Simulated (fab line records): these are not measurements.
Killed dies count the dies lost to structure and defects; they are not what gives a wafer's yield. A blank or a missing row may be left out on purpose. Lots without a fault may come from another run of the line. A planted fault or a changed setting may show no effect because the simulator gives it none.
fab line records    flow n5-finfet
[record] lots = 10  wafers = 30  last-day = 17
route steps=1938 shown BEOL_M4@1111 BEOL_M11@1597 BEOL_M12@1602 PASSIVATION@1936
lots that met no fault: from a run of the same line without faults
start-h: hours from the record's opening day to when the first of the lot's shown wafers began    wait-h: hours since the lot's step before    " repeats the value in the row above    L1.1+2: a row that stands for several wafers    - no value, or no start given    * or withheld: withheld    < > ~ a bound
route shown NAME@n: names a module that has steps shown in the file, with the first one's number in the route    usual: the fault-free wafers' mean and standard deviation    same: alike in all rows    chamber/n: place in a boat    sites: per-site readings    _std_site: standard deviation of those values    _edge_site: mean of outer sites minus mean of inner sites    radius-mm: for every site, how far away it sits from the centre of the wafer    mask NAME#n: copy n    behind: the tool/chamber that last shaped the wafer    hold: why the lot went on hold/how many hours it stayed there/how the hold came to an end    device: names the non-switching transistor (n, p or np)    end of line: the route-end tests of the same wafers    a step given without rows: its recipe and nothing more    killed: not the wafer's yield, but the dies lost to structure and defects at the first sort    map: the dies of a wafer, with x for killed, . for not killed, _ for no die there
set.NAME: the setting that was run; set.NAME@STEP: the one run at that earlier step    model.NAME: the simulator's own value behind a step, which no gauge read
one table for each step of the route and one row for each wafer, over a sample of lots
services: when a tool's chamber went out of use (start-h, in hours from the record's first day, below 0 if earlier), for how many hours, and the reason
[[steps]]
[step N5_BEOL_M4_RC_MEAS_101]
[usual] DIBL_N = 36.5/2  DIBL_P = 36.5/2.3  IOFF_N = 0.16/0.036  IOFF_P = 0.21/0.037  ION_N = 672/12  ION_P = 459/7.1  SS_N = 71.6/0.73  SS_P = 73.4/0.76  VT_N = 250/3.3  VT_P = -250.5/2.9
lot.wafer  tool       chamber  start-h  wait-h  DIBL_N[mV/V]  DIBL_P[mV/V]  IOFF_N[nA/um]  IOFF_P[nA/um]  ION_N[uA/um]  ION_P[uA/um]  SS_N[mV/dec]  SS_P[mV/dec]  VT_N[mV]  VT_P[mV]
L582.3     prober-01  0        186.54   0.3     36.6          33.7          0.13           0.17           661           458           71.9          72.1          251       -253.6
L582.5     "          0        "        "       36.1          33.6          0.13           0.18           668           455           70.7          72.0          251       -250.0
L582.6     "          0        "        "       38.4          36.9          0.17           0.22           687           471           72.0          73.1          245       -247.1
L583.1     prober-02  0        189.55   0.0     36.7          36.7          0.18           0.21           680           458           71.9          73.9          246       -251.4
L583.3     "          0        "        "       34.8          35.0          0.14           0.19           679           463           71.4          73.4          251       -252.9
L583.6     "          0        "        "       35.7          36.1          0.16           0.20           670           464           71.3          73.5          249       -251.7
L585.1     prober-01  0        194.93   0.0     32.9          33.3          0.11           0.17           671           465           70.6          72.2          253       -255.8
L585.4     "          0        "        "       36.0          36.4          0.15           0.21           682           468           70.7          73.5          249       -247.8
L585.5     "          0        "        "       31.2          31.0          0.10           0.14           672           465           69.7          72.0          257       -254.7
L586.3     prober-02  0        201.96   0.3     37.3          35.9          0.20           0.24           665           450           71.8          73.2          244       -250.3
L586.4     "          0        "        "       36.1          35.1          0.18           0.24           679           467           71.3          73.1          249       -250.9
L586.5     "          0        "        "       35.4          33.9          0.17           0.21           689           470           71.3          73.8          246       -248.8
L594.2     prober-02  0        257.76   0.2     38.6          38.0          0.19           0.24           666           449           72.4          73.0          248       -249.1
L594.3     "          0        "        "       36.4          35.2          0.14           0.18           649           452           72.4          72.6          254       -252.1
L594.6     "          0        "        "       38.8          38.0          0.18           0.23           664           457           72.6          73.2          253       -249.6
L593.2     prober-01  0        259.40   0.2     36.3          36.2          0.16           0.20           663           448           71.8          73.1          250       -252.3
L593.4     "          0        "        "       37.4          36.3          0.19           0.21           652           446           73.3          73.4          250       -249.7
L593.5     "          0        "        "       37.3          38.8          0.20           0.25           669           463           72.6          73.4          247       -246.2
L595.1     prober-01  0        263.28   0.0     35.6          38.7          0.16           0.20           675           459           71.5          74.3          250       -251.6
L595.3     "          0        "        "       36.9          39.1          0.17           0.21           672           456           71.8          74.2          250       -252.3
L595.4     "          0        "        "       33.8          34.8          0.12           0.15           659           451           71.3          72.7          255       -258.8
L598.2     prober-02  0        274.28   0.2     35.3          33.9          0.13           0.20           667           463           70.7          72.7          253       -247.5
L598.4     "          0        "        "       35.1          33.6          0.13           0.19           671           464           70.4          72.4          252       -250.6
L598.5     "          0        "        "       36.7          35.6          0.15           0.23           679           470           71.5          73.3          249       -247.3
L599.2     prober-02  0        296.75   0.2     36.0          36.4          0.16           0.20           654           452           72.2          73.7          251       -253.1
L599.3     "          0        "        "       32.4          33.5          0.12           0.16           668           463           70.2          72.5          250       -252.6
L599.4     "          0        "        "       38.2          40.1          0.22           0.26           693           474           72.2          73.2          244       -248.4
L600.3     prober-02  0        298.06   0.3     36.7          36.8          0.15           0.20           670           454           71.4          73.5          253       -255.1
L600.4     "          0        "        "       38.1          38.8          0.17           0.22           671           458           71.5          73.9          248       -251.8
L600.6     "          0        "        "       38.2          38.9          0.17           0.23           678           458           72.2          73.0          249       -251.8
[step N5_BEOL_M11_THK_MEAS_53]
[recipe] thk-meas-gauge = xrf  reads = Cu_of_BEOL_M11_ECD_50
[usual] M11_THK = 141.1/3
lot.wafer  tool           chamber  start-h  wait-h  M11_THK[nm]
L582.3     film-metro-02  -        257.75   -       137.3
L582.5     "              -        "        "       137.0
L582.6     "              -        "        "       142.2
L583.1     film-metro-01  -        259.57   -       144.2
L583.3     "              -        "        "       136.2
L583.6     "              -        "        "       144.1
L586.3     film-metro-01  -        262.65   -       139.6
L586.4     "              -        "        "       140.8
L586.5     "              -        "        "       143.4
L585.1     film-metro-02  -        264.60   -       142.1
L585.4     "              -        "        "       136.7
L585.5     "              -        "        "       137.4
L593.2     film-metro-02  -        333.36   -       135.6
L593.4     "              -        "        "       139.7
L593.5     "              -        "        "       141.2
L594.2     film-metro-01  -        333.42   -       144.8
L594.3     "              -        "        "       141.9
L594.6     "              -        "        "       144.2
L595.1     film-metro-02  -        343.69   -       139.3
L595.3     "              -        "        "       137.9
L595.4     "              -        "        "       138.9
L598.2     film-metro-02  -        343.76   -       140.2
L598.4     "              -        "        "       141.1
L598.5     "              -        "        "       138.5
L600.3     film-metro-02  -        367.05   -       141.3
L600.4     "              -        "        "       138.8
L600.6     "              -        "        "       140.4
L599.2     film-metro-02  -        370.53   -       143.8
L599.3     "              -        "        "       146.6
L599.4     "              -        "        "       139.5
[step N5_BEOL_M11_INSPECT_58]
[recipe] inspect-instrument = darkfield  mode = post-dep
[usual] raw-defect-count = 73/23
lot.wafer  tool               chamber  start-h  wait-h  raw-defect-count
L582.3     defect-inspect-02  -        257.90   0.0     82
L582.5     "                  -        "        "       132
L582.6     "                  -        "        "       59
L583.1     defect-inspect-02  -        259.72   0.0     67
L583.3     "                  -        "        "       68
L583.6     "                  -        "        "       83
L586.3     defect-inspect-01  -        262.80   0.0     64
L586.4     "                  -        "        "       48
L586.5     "                  -        "        "       97
L585.1     defect-inspect-02  -        264.76   0.0     95
L585.4     "                  -        "        "       79
L585.5     "                  -        "        "       122
L593.2     defect-inspect-02  -        333.51   0.0     49
L593.4     "                  -        "        "       60
L593.5     "                  -        "        "       70
L594.2     defect-inspect-01  -        333.57   0.0     77
L594.3     "                  -        "        "       42
L594.6     "                  -        "        "       73
L595.1     defect-inspect-02  -        343.84   0.0     59
L595.3     "                  -        "        "       59
L595.4     "                  -        "        "       46
L598.2     defect-inspect-01  -        343.91   0.0     89
L598.4     "                  -        "        "       62
L598.5     "                  -        "        "       58
L600.3     defect-inspect-02  -        367.20   0.0     104
L600.4     "                  -        "        "       66
L600.6     "                  -        "        "       128
L599.2     defect-inspect-01  -        370.68   0.0     44
L599.3     "                  -        "        "       57
L599.4     "                  -        "        "       81
[step N5_BEOL_M12_ILD_DEP_00]
[recipe] material = SiOC  target-thk-a = 6589.2  temp-c = 350  precursor = DEMS/O2  pressure-torr = 5  rf-w = 500  time-s = 130.7
[usual] heater-power-w = 455/51  showerhead-plenum-p-Torr = 5.694/0.012  throttle-valve-pct = 12.2/0.63
[same] time-s = 130.7
lot.wafer  tool      chamber  start-h  wait-h  heater-power-w  showerhead-plenum-p-Torr  throttle-valve-pct
L582.3     pecvd-03  0        257.93   0.0     449             5.694                     11.8
L582.5     "         1        "        "       513             5.685                     13.0
L582.6     "         2        "        "       494             5.701                     11.0
L583.1     pecvd-02  2        259.76   0.0     441             5.689                     11.9
L583.3     "         0        "        "       414             5.686                     12.6
L583.6     "         0        "        "       434             5.710                     13.1
L586.3     pecvd-02  0        262.83   0.0     350             5.700                     13.0
L586.4     "         1        "        "       481             5.669                     11.7
L586.5     "         2        "        "       415             5.689                     12.1
L585.1     pecvd-03  0        264.80   0.0     442             5.710                     11.8
L585.4     "         2        "        "       508             5.714                     11.2
L585.5     "         1        "        "       539             5.691                     12.5
L593.2     pecvd-02  1        333.55   0.0     515             5.687                     11.9
L593.4     "         0        "        "       384             5.701                     12.7
L593.5     "         0        "        "       404             5.703                     12.6
L594.2     pecvd-03  2        333.61   0.0     475             5.694                     11.1
L594.3     "         0        "        "       431             5.708                     11.5
L594.6     "         2        "        "       490             5.698                     10.7
L595.1     pecvd-02  1        343.88   0.0     465             5.682                     11.9
L595.3     "         0        "        "       423             5.704                     12.9
L595.4     "         1        "        "       492             5.671                     11.8
L598.2     pecvd-03  2        343.95   0.0     519             5.702                     11.2
L598.4     "         2        "        "       419             5.701                     11.1
L598.5     "         2        "        "       468             5.681                     10.9
L600.3     pecvd-01  0        367.23   0.0     425             5.681                     12.1
L600.4     "         1        "        "       434             5.716                     13.3
L600.6     "         2        "        "       436             5.676                     11.7
L599.2     pecvd-02  1        370.72   0.0     524             5.696                     12.0
L599.3     "         0        "        "       343             5.706                     12.8
L599.4     "         0        "        "       382             5.701                     12.8
[step N5_BEOL_M12_PEB_08]
[recipe] peb-temp-c = 130  peb-time-s = 90
[usual] heater-power-total-W = 172.4/0.85  plate-temp-C = 130.01/0.13
lot.wafer  tool            chamber  start-h  wait-h  heater-power-total-W  plate-temp-C
L582.3     litho-track-02  0        258.38   0.0     173.9                 130.13
L582.5     "               0        "        "       173.0                 130.15
L582.6     "               0        "        "       173.6                 130.19
L583.1     litho-track-02  0        260.08   0.1     172.7                 130.03
L583.3     "               0        "        "       173.4                 130.07
L583.6     "               0        "        "       170.9                 130.06
L586.3     litho-track-05  0        263.15   0.0     172.0                 130.09
L586.4     "               0        "        "       171.6                 130.03
L586.5     "               0        "        "       171.1                 130.11
L585.1     litho-track-03  0        265.12   0.1     172.9                 129.99
L585.4     "               0        "        "       173.2                 130.28
L585.5     "               0        "        "       172.9                 130.00
L593.2     litho-track-02  0        333.92   0.0     172.9                 129.95
L593.4     "               0        "        "       172.9                 130.15
L593.5     "               0        "        "       172.6                 130.07
L594.2     litho-track-05  0        333.99   0.0     143.0                 112.21
L594.3     "               0        "        "       143.0                 112.16
L594.6     "               0        "        "       140.4                 112.05
L595.1     litho-track-05  0        344.32   0.1     142.2                 112.41
L595.3     "               0        "        "       140.8                 112.38
L595.4     "               0        "        "       140.4                 112.09
L598.2     litho-track-02  0        344.48   0.0     173.0                 129.86
L598.4     "               0        "        "       172.7                 129.87
L598.5     "               0        "        "       172.9                 130.11
L600.3     litho-track-03  0        367.68   0.0     173.7                 130.12
L600.4     "               0        "        "       171.8                 130.28
L600.6     "               0        "        "       172.0                 130.10
L599.2     litho-track-02  0        371.04   0.0     171.4                 130.04
L599.3     "               0        "        "       173.1                 129.80
L599.4     "               0        "        "       172.6                 129.85
[step N5_BEOL_M12_CD_MEAS_10]
[recipe] target-cd-nm = 140  landing-energy-ev = 500  detector = se-inlens  polarity = opening
[usual] cd-nm = 138.4/2
lot.wafer  tool       chamber  start-h  wait-h  cd-nm
L582.3     cd-sem-03  0        258.50   -       138.0
L582.5     "          0        "        "       137.2
L582.6     "          0        "        "       136.5
L583.1     cd-sem-01  0        260.20   -       138.2
L583.3     "          0        "        "       140.5
L583.6     "          0        "        "       138.9
L586.3     cd-sem-03  0        263.27   -       139.4
L586.4     "          0        "        "       140.0
L586.5     "          0        "        "       143.1
L585.1     cd-sem-03  0        265.23   -       140.4
L585.4     "          0        "        "       134.5
L585.5     "          0        "        "       138.5
L593.2     cd-sem-02  0        334.03   -       137.1
L593.4     "          0        "        "       135.4
L593.5     "          0        "        "       136.7
L594.2     cd-sem-02  0        334.10   -       13.9
L594.3     "          0        "        "       10.7
L594.6     "          0        "        "       10.6
L595.1     cd-sem-03  0        344.44   -       21.7
L595.3     "          0        "        "       19.7
L595.4     "          0        "        "       21.1
L598.2     cd-sem-02  0        344.60   -       138.0
L598.4     "          0        "        "       137.5
L598.5     "          0        "        "       139.2
L600.3     cd-sem-01  0        367.79   -       139.5
L600.4     "          0        "        "       135.9
L600.6     "          0        "        "       138.2
L599.2     cd-sem-01  0        371.15   -       138.4
L599.3     "          0        "        "       138.1
L599.4     "          0        "        "       137.1
[step N5_PASSIVATION_PROBE_49]
[usual] defect-limited-yield = 91.4/1.4  killed_at_M0_to_M3 = 33/11  killed_at_M4_up = 13/5.3  killed-at-contacts = 13/6.1  killed-at-front-end = 40/11  killed-at-other = 2.9/2.7  killed-dies = 102/17  killed-on-rim = 14/4.2  killed-open = 68/13  killed-short = 32/7.5  sort_bin_5_function = 5.1/0.98  sort_bin_6_memory = 3.2/0.69  sort_bin_8_speed = 0.1/1.1  sort-n-pass = 1077/21  sort-yield-pct = 91.3/1.7
[same] gross-dies = 1180  killed-at-back-side = 0  sort_bin_4_leakage[%] = 0
lot.wafer  tool       chamber  start-h  wait-h  defect-limited-yield[%]  killed_at_M0_to_M3  killed_at_M4_up  killed-at-contacts  killed-at-front-end  killed-at-other  killed-dies  killed-on-rim  killed-open  killed-short  sort_bin_5_function[%]  sort_bin_6_memory[%]  sort_bin_8_speed[%]  sort-n-pass  sort-yield-pct[%]
L586.3     prober-02  -        320.54   0.1     93.5                     21                  11               20                  24                   1                77           5              52           24            3.1                     3.1                   0                    1103         93.5
L586.4     prober-02  -        320.59   0.2     94.1                     16                  12               15                  26                   1                70           7              51           19            3.9                     1.8                   0                    1110         94.1
L586.5     prober-02  -        320.64   0.2     94.6                     18                  11               9                   25                   1                64           9              39           25            3.2                     1.9                   0                    1116         94.6
L594.2     prober-01  -        378.43   0.1     0                        31                  1111             7                   30                   1                1180         152            56           19            97.1                    2.7                   0                    0            0
L594.3     prober-01  -        378.48   0.1     0                        54                  1075             6                   44                   1                1180         152            67           38            96.4                    2.7                   0                    0            0
L594.6     prober-01  -        378.63   0.3     0                        27                  1100             15                  38                   0                1180         152            58           21            96.4                    3.0                   0                    0            0
L595.1     prober-02  -        391.82   0.0     0                        32                  1089             10                  45                   4                1180         152            65           38            97.1                    2.7                   0                    0            0
L595.3     prober-02  -        391.92   0.1     0                        31                  1085             16                  46                   2                1180         152            75           39            95.9                    3.8                   0                    0            0
L595.4     prober-02  -        391.97   0.2     0                        31                  1091             11                  42                   5                1180         152            78           27            96.0                    3.5                   0                    0            0
L600.3     prober-01  -        409.07   0.1     90.2                     38                  10               34                  30                   4                116          17             80           35            5.8                     3.7                   0                    1064         90.2
// killed by level:class
L586.3 MOL_CONTACT_COAG:geometric-particle:open=16 FIN_SAQP:geometric-particle:short=8 FIN_SAQP:geometric-particle:open=6 BEOL_M4:geometric-particle:open=6 BEOL_M1:geometric-particle:open=5 MOL_CONTACT_COAG:geometric-particle:short=4 BEOL_M0_SAQP:geometric-particle:short=4 BEOL_M2:geometric-particle:open=4
L586.4 MOL_CONTACT_COAG:geometric-particle:open=9 FIN_SAQP:geometric-particle:open=8 BEOL_M4:geometric-particle:open=7 MOL_CONTACT_COAG:geometric-particle:short=6 BEOL_M1:geometric-particle:open=5 GATE_CUT:geometric-particle:short=4 BEOL_M0_SAQP:geometric-particle:open=4 BEOL_M3:geometric-particle:open=3
L586.5 MOL_CONTACT_COAG:geometric-particle:open=6 GATE_CUT:geometric-particle:open=5 BEOL_M4:geometric-particle:open=5 GATE_CUT:geometric-particle:short=4 BEOL_M1:geometric-particle:open=4 MOL_CONTACT_COAG:geometric-particle:short=3 BEOL_M0_SAQP:geometric-particle:open=3 BEOL_M3:geometric-particle:open=3
L594.2 BEOL_M12:area-peb=1104 FIN_SAQP:geometric-particle:open=12 BEOL_M0_SAQP:geometric-particle:open=7 MOL_CONTACT_COAG:geometric-particle:open=6 BEOL_M0_SAQP:geometric-particle:short=6 FIN_SAQP:geometric-particle:short=5 BEOL_M2:geometric-particle:open=5 BEOL_M4:geometric-particle:open=5
L594.3 BEOL_M12:area-peb=1071 BEOL_M0_SAQP:geometric-particle:open=15 BEOL_M0_SAQP:geometric-particle:short=14 FIN_SAQP:geometric-particle:open=13 BEOL_M2:geometric-particle:open=10 FIN_SAQP:geometric-particle:short=6 MOL_CONTACT_COAG:geometric-particle:open=6 BEOL_M2:geometric-particle:short=6
L594.6 BEOL_M12:area-peb=1096 MOL_CONTACT_COAG:geometric-particle:open=11 FIN_SAQP:geometric-particle:open=10 BEOL_M3:geometric-particle:open=10 DUMMY_GATE:geometric-particle:open=6 BEOL_M0_SAQP:geometric-particle:short=5 BEOL_M0_SAQP:geometric-particle:open=5 HKMG_FIN:area-etch=5
L595.1 BEOL_M12:area-peb=1074 BEOL_M3:geometric-particle:open=11 FIN_SAQP:geometric-particle:open=10 STI_FIN_REVEAL:geometric-particle:open=9 MOL_CONTACT_COAG:geometric-particle:open=8 FIN_SAQP:geometric-particle:short=7 BEOL_M0_SAQP:geometric-particle:open=7 BEOL_M0_SAQP:geometric-particle:short=7
L595.3 BEOL_M12:area-peb=1065 FIN_SAQP:geometric-particle:open=11 MOL_CONTACT_COAG:geometric-particle:open=11 STI_FIN_REVEAL:geometric-particle:open=9 BEOL_M0_SAQP:geometric-particle:open=8 BEOL_M2:geometric-particle:open=6 FIN_SAQP:geometric-particle:short=5 BEOL_M0_SAQP:geometric-particle:short=5
L595.4 BEOL_M12:area-peb=1075 STI_FIN_REVEAL:geometric-particle:open=18 MOL_CONTACT_COAG:geometric-particle:open=10 BEOL_M0_SAQP:geometric-particle:open=10 FIN_SAQP:geometric-particle:open=9 BEOL_M0_SAQP:geometric-particle:short=8 BEOL_M4:geometric-particle:open=6 BEOL_M3:geometric-particle:open=5
L600.3 MOL_CONTACT_COAG:geometric-particle:open=31 BEOL_M0_SAQP:geometric-particle:short=8 BEOL_M1:geometric-particle:open=8 BEOL_M3:geometric-particle:open=8 GATE_CUT:geometric-particle:short=6 BEOL_M0_SAQP:geometric-particle:open=5 STI_FIN_REVEAL:geometric-particle:open=4 BEOL_M2:geometric-particle:open=4
[[services]]
tool            chamber  start-h  hours  kind
pecvd-02        -        246.63   2.5    repair
litho-track-05  -        261.76   -      consumable-replace:filter
pecvd-02        1        315.25   3.4    repair
pecvd-02        0        324.58   5.0    scheduled-down
pecvd-02        -        328.67   1.5    repair
pecvd-03        1        341.51   5.2    repair
litho-track-05  -        351.11   -      consumable-replace:filter
pecvd-02        0        359.75   7.6    repair
[[key]]
[first-sign] step = N5_BEOL_M12_PEB_08  reading = plate-temp-C  direction = down  sigmas = 99+  usual = *  struck = *
[effect] step = N5_BEOL_M12_PEB_08  reading = heater-power-total-W  direction = down  sigmas = 36  usual = *  struck = *
[effect] step = N5_BEOL_M12_CD_MEAS_10  reading = cd-nm  direction = down  sigmas = 62  usual = 138.4  struck = 16.3  through = control-loop
[effect] step = N5_PASSIVATION_PROBE_49  reading = killed_at_M4_up  direction = up  sigmas = 99+  usual = 13  struck = 1092
[more-kills-born-at] N5_BEOL_M12_PEB_08@litho-track-05 = 6485
met-at N5_BEOL_M12_PEB_08
struck-lots L594,L595
later-rows-left-out L594.2,L594.3,L594.6,L595.1,L595.3,L595.4
[loop-trim] step = N5_BEOL_M12_EXPOSE_07  setting = dose  lots = L595
not-acting-at N5_BEOL_M11_THK_MEAS_53,N5_BEOL_M11_INSPECT_58,N5_BEOL_M12_ILD_DEP_00
onset-between 263.15 333.99
[fault] kind = process-parameter-drift  tool = litho-track-05  chamber = -  onset-h = 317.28  steps = N5_BEOL_M12_PEB_08  channel = peb-temp-c  offset = *  shape = step  end-h = 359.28  acts-in = *  stated = *
// later-rows-left-out: the simulator's readings of these wafers behind a module that went badly wrong aren't trusted and aren't shown, but for the sort
// loop-trim: a control loop set the setting to another value than it would have without faults
